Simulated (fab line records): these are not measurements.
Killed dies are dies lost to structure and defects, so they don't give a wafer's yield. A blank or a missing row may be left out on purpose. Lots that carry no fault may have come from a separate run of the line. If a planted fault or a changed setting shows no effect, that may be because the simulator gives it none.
The tool behind it: which one? | flow n5_finfet | 36 wafers from 12 lots sampled at 2 of the route's 1938 steps

== WHAT THE GAUGES SHOWED, per wafer ==
N5_BEOL_M1_CD_MEAS_28: target cd y 23.3 nm.
lot  | measured     | on        | cd_nm (nm)
L075 | day 6 12:29  | cd_sem-03 | 23.91 24.38 24.26
L077 | day 7 02:47  | cd_sem-02 | 24.16 24.06 23.81
L079 | day 7 12:34  | cd_sem-01 | 23.81 24.23 24.07
L082 | day 8 01:16  | cd_sem-01 | 24.28 24.11 24.27
L083 | day 8 06:58  | cd_sem-02 | 23.65 23.81 23.99
L085 | day 8 21:19  | cd_sem-02 | 23.77 23.64 23.94
L087 | day 9 13:52  | cd_sem-01 | 23.69 24.72 24.04
L089 | day 9 19:07  | cd_sem-01 | 23.94 23.64 24.00
L091 | day 10 05:31 | cd_sem-03 | 24.35 23.82 24.11
L093 | day 10 16:50 | cd_sem-02 | 24.02 24.20 24.31
L095 | day 11 11:16 | cd_sem-01 | 24.05 24.05 24.51
L097 | day 11 21:36 | cd_sem-03 | 24.45 24.32 24.32

== EACH LOT AND THE TOOL THAT RAN IT (in order: tool; ch and the chambers of the sampled wafers; start) ==
lot  | N5_BEOL_M1_STRIP_19
L075 | rie_diel-04 ch 0,2, day 6 11:58
L077 | rie_diel-04 ch 1,2, day 7 02:17
L079 | rie_diel-03 ch 0,2, day 7 12:11
L082 | rie_diel-04 ch 0,1,3, day 8 00:45
L083 | rie_diel-04 ch 0,2,3, day 8 06:27
L085 | rie_diel-03 ch 2,3, day 8 20:56
L087 | rie_diel-06 ch 1,2, day 9 13:19
L089 | rie_diel-03 ch 0,2,3, day 9 18:44
L091 | rie_diel-06 ch 0,1,3, day 10 05:07
L093 | rie_diel-03 ch 0,2,3, day 10 16:28
L095 | rie_diel-03 ch 0,1,3, day 11 10:44
L097 | rie_diel-03 ch 0,1,3, day 11 21:05
- N5_BEOL_M1_STRIP_19: strips in O2.

== THE ANSWER, worked out from the rows above alone ==
Rule: the usual values come from the lots themselves. Put in order of their means at a reading, lots are off if they are a third of the lots or fewer, leave a main group of 4 or more, and stand apart from it by a gap of 3 or more times the standard deviation of the main group's means; of several such gaps the widest counts. Not used: any main group whose means are identical at the precision the tables above print for the reading. Also off: a lot with no number at a reading for which 4 or more lots have one. All remaining lots with rows at the step are treated as sound.
No lot is off at any reading shown: from this, nothing can be told.

== WHAT WAS PUT IN BY THE SIMULATOR ==
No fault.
